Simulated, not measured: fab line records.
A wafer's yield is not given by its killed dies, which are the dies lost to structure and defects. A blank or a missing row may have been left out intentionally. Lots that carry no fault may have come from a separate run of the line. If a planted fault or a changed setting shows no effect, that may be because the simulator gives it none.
Matching of chambers -- flow n5 finfet -- N5_BEOL_M13_DESCUM_33 on rie diel-01: 4 sister chambers
The step chemistry O2, time 7.9 s. 16 wafers are shown with their chamber, then 8 later ones without.

WAFERS PAIRED WITH THEIR CHAMBERS
wafer,chamber,throttle valve pct (%),showerhead plenum p Torr (Torr),drypump motor current A (A)
L074.3,0,19.88,2.10,6.2
L074.4,3,20.35,2.05,5.9
L074.6,2,20.57,2.15,6.0
L081.2,3,20.38,2.05,5.9
L081.3,2,20.59,2.15,6.0
L081.5,3,20.38,2.05,5.9
L082.3,2,20.60,2.15,6.0
L082.4,1,20.61,2.05,6.1
L082.6,3,20.37,2.05,5.9
L089.2,1,20.65,2.04,6.0
L089.4,0,19.94,2.08,6.2
L089.6,3,20.39,2.04,5.9
L091.1,3,20.39,2.04,5.9
L091.2,1,20.63,2.04,6.0
L091.4,0,19.92,2.08,6.2
L092.1,0,19.96,2.08,6.2

SIGNATURES (means of the wafers above)
reading,chamber 0,chamber 1,chamber 2,chamber 3,scatter within a chamber
throttle valve pct,19.9250,20.6300,20.5867,20.3767,0.0222
showerhead plenum p Torr,2.0850,2.0433,2.1500,2.0467,0.00645
drypump motor current A,6.200,6.033,6.000,5.900,0.0236
Rule: for a wafer and a chamber, the distance is found by dividing, reading by reading, the gap between the wafer's reading and the chamber's mean by the reading's scatter, squaring, summing and taking the root. If the next closest chamber is less than 2 further off than the closest, the wafer can't be placed; otherwise it belongs to the closest. The scatter: the root of (the sum of the squares of (reading less its chamber's mean) over the shown wafers, divided by (wafers less chambers)).

WAFERS WITHOUT THEIR CHAMBER
wafer,throttle valve pct (%),showerhead plenum p Torr (Torr),drypump motor current A (A)
L092.3,20.64,2.14,6.0
L092.4,20.65,2.04,6.0
L095.1,20.63,2.14,6.0
L095.2,20.65,2.04,6.1
L095.4,19.95,2.08,6.2
L093.1,20.66,2.04,6.1
L093.5,20.63,2.14,6.1
L093.6,20.64,2.04,6.1

THE CHAMBER EACH PASSED THROUGH
wafer,from the rows above,in truth
L092.3,2,2
L092.4,1,1
L095.1,2,2
L095.2,1,1
L095.4,0,0
L093.1,1,1
L093.5,2,2
L093.6,1,1
Correctly placed: 8 of 8. From these rows, 0 cannot be placed. 0 placed wrongly.
